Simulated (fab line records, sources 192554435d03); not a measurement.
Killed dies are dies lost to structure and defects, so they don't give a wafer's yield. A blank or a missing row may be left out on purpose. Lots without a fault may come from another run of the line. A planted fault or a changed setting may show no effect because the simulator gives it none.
A struck lot beside a sound one | flow n5_finfet | 40 steps out of a route of 1938
Sound: wafers L384.2, L384.3, L384.4. Struck: wafers L378.2, L378.4, L378.5. The cause comes at the end.
At each step with rows: each side's tool, then ch and its chambers, then its first start. Under that, the readings that differ: sound wafers | struck wafers | difference of the means | sigmas: that difference in standard deviations of wafers without a fault.
alike: readings whose means differ by less than 2 such deviations, and words and numbers that are the same on both sides. not compared: withheld readings, readings that some wafer has no value for, bounds like >300 that may hide the same value, and numbers for which the record gives no deviation and whose values overlap.
The two part at a step that has a row with sigmas, a row that says differs or no value, or rows on one side only. Numbers that don't overlap but have no deviation are shown without sigmas and don't part them. A reading that every wafer of one side lacks parts them only if that side has two wafers or more.

first, 10 steps without rows for these wafers: N5_SDB_STRIP_22 (strips in N2/H2); N5_SDB_PRECLEAN_23 (cleans in dHF, time 30 s); N5_SDB_DUMMY_REMOVE_24 (chemistry TMAH, target poly-Si, stops on SiO2, target depth 142 nm, time 57 s, rinse time 30 s); N5_SDB_ETCH_25 (etches SiO2 in C4F6/O2, target depth 10 nm, time 3.3 s); N5_SDB_CUT_ETCH_26 (etches Si in HBr/Cl2/O2, target depth 129.6 nm, bt time 20 s, time 51.8 s); N5_SDB_PRECLEAN_38 (cleans in dHF, time 10 s); N5_SDB_PRECLEAN_39 (cleans in O3/DIW, time 45 s); N5_SDB_SRD_28 (time 30 s); N5_SDB_ALD_29 (deposits SiNx, target thk 30 nm, pulse time 1 s, ald cycles 600); N5_SDB_CMP_30 (polishes, stops on poly-Si, t overpolish 1.54 s, target thk 30 nm).
N5_DUMMY_REMOVAL_HM_STRIP_01: strips SiNx in CH3F/O2, stops on poly-Si, target depth 4 nm, time 6.8 s.
  sound on rie_diel-06 ch 1,2,3, day 8 06:09; struck on rie_diel-03 ch 0,1,3, day 6 18:38
  no value came back on the struck wafers for any of 9 readings (CH3F_flow_sccm (sccm), O2_flow_sccm (sccm) and others); on the sound wafers CH3F_flow_sccm (sccm) reads 29.86 30.04 29.84
  reading                              | sound          | struck         | difference | sigmas
  model.SiNx_of_SDB_ALD_29.thk_nm (nm) | 29.6 29.6 29.4 | 29.8 29.8 29.8 | +0.3       |
then, 3 steps without rows for these wafers: N5_DUMMY_REMOVAL_STRIP_10 (strips in N2/H2, time 40 s); N5_DUMMY_REMOVAL_PRECLEAN_07 (cleans in dHF, time 30 s); N5_DUMMY_REMOVAL_DUMMY_REMOVE_02 (chemistry TMAH, target poly-Si, stops on SiO2, target depth 142 nm, time 57 s, rinse time 30 s).
N5_DUMMY_REMOVAL_INSPECT_06: inspects for defects (brightfield).
  sound on defect_inspect-02, day 8 06:21; struck on defect_inspect-01, day 6 18:50
  reading          | sound  | struck      | difference | sigmas
  raw_defect_count | 4 5 17 | 122 142 141 | +126       | +19
then, 22 steps without rows for these wafers: N5_DUMMY_REMOVAL_PRECLEAN_08 (cleans in NF3:NH3, afs cycles 2, time 20 s, sublimation time 60 s); N5_DUMMY_REMOVAL_PRECLEAN_04 (cleans in DHF, time 37 s); N5_DUMMY_REMOVAL_SRD_05 (time 30 s); N5_HKMG_FIN_IL_REGROW_00 (material SiO2, chemistry O3, target thk 0.75 nm, time 30 s); N5_HKMG_FIN_HK_ALD_01 (deposits HfO2, target thk 1.6 nm, pulse time 3 s, purge time 3 s); N5_HKMG_FIN_HK_ANNEAL_02 (time 30 s); N5_HKMG_FIN_ALD_74 (deposits La2O3, target thk 0.5 nm, pulse time 6 s, co reactant pulse time 1 s); N5_HKMG_FIN_ALD_75 (deposits Al2O3, target thk 1 nm, co reactant pulse time 1 s); N5_HKMG_FIN_COAT_41 (time 60 s, resist thk 300 nm); N5_HKMG_FIN_COAT_42 (time 60 s, resist thk 35 nm); N5_HKMG_FIN_COAT_43 (resist thk 90 nm); N5_HKMG_FIN_EBR_45; N5_HKMG_FIN_SOFTBAKE_44 (time 60 s); N5_HKMG_FIN_EXPOSE_46 (exposes mask NDIPOLE); N5_HKMG_FIN_PEB_47 (peb time 60 s); N5_HKMG_FIN_DEVELOP_48 (develop time 30 s); N5_HKMG_FIN_DESCUM_53 (chemistry O2, time 7.9 s); N5_HKMG_FIN_ETCH_54 (etches SiARC in CF4, target depth 45.5 nm, time 75.8 s); N5_HKMG_FIN_ETCH_55 (etches SOC in N2/H2, target depth 240 nm, time 300 s); N5_HKMG_FIN_STRIP_56 (strips in N2/H2); N5_HKMG_FIN_STRIP_57 (strips in CF4); N5_HKMG_FIN_ETCH_58 (etches SOC in N2/H2, target depth 215.8 nm, time 741 s).
N5_GATE_CUT_ETCH_58: etches SiNx in CH3F/O2, target depth 17 nm, time 128.6 s.
  sound on rie_diel-06 ch 0,1,3, day 8 17:13; struck on rie_diel-04 ch 0,1, day 7 04:26
  reading                              | sound          | struck   | difference | sigmas
  model.SiNx_of_SDB_ALD_29.thk_nm (nm) | 24.8 24.8 24.6 | 25 25 25 | +0         |
  alike: O2_flow_sccm, drypump_motor_current_A, oes_product_au, rf_vpp_V, showerhead_plenum_p_Torr, throttle_valve_pct
  not compared: rf_hours_counter_h
-- the record jumps here: 4 days lie between the struck wafers' starts before and after (it left off in module GATE_CUT and takes up again in module BEOL_M4, whose first step shown is number 1111 of the route) --
N5_BEOL_M4_RC_MEAS_101:
  sound on prober-01 ch 0, day 12 17:48; struck on prober-02 ch 0, day 11 08:52
  alike: DIBL_N, DIBL_P, IOFF_N, IOFF_P, ION_N, ION_P, SS_N, SS_P, VT_N, VT_P
-- the record jumps here: 5 days lie between the struck wafers' starts before and after (it left off in module BEOL_M4 and takes up again in module PASSIVATION, whose first step shown is number 1936 of the route) --
N5_PASSIVATION_PROBE_49:
  the record has rows for the struck wafers here (prober-01, day 16 00:17) and none for the sound ones

WHERE THEY PART
First at N5_DUMMY_REMOVAL_HM_STRIP_01; last, within this record, at N5_PASSIVATION_PROBE_49.

WHY: what the simulator had put in
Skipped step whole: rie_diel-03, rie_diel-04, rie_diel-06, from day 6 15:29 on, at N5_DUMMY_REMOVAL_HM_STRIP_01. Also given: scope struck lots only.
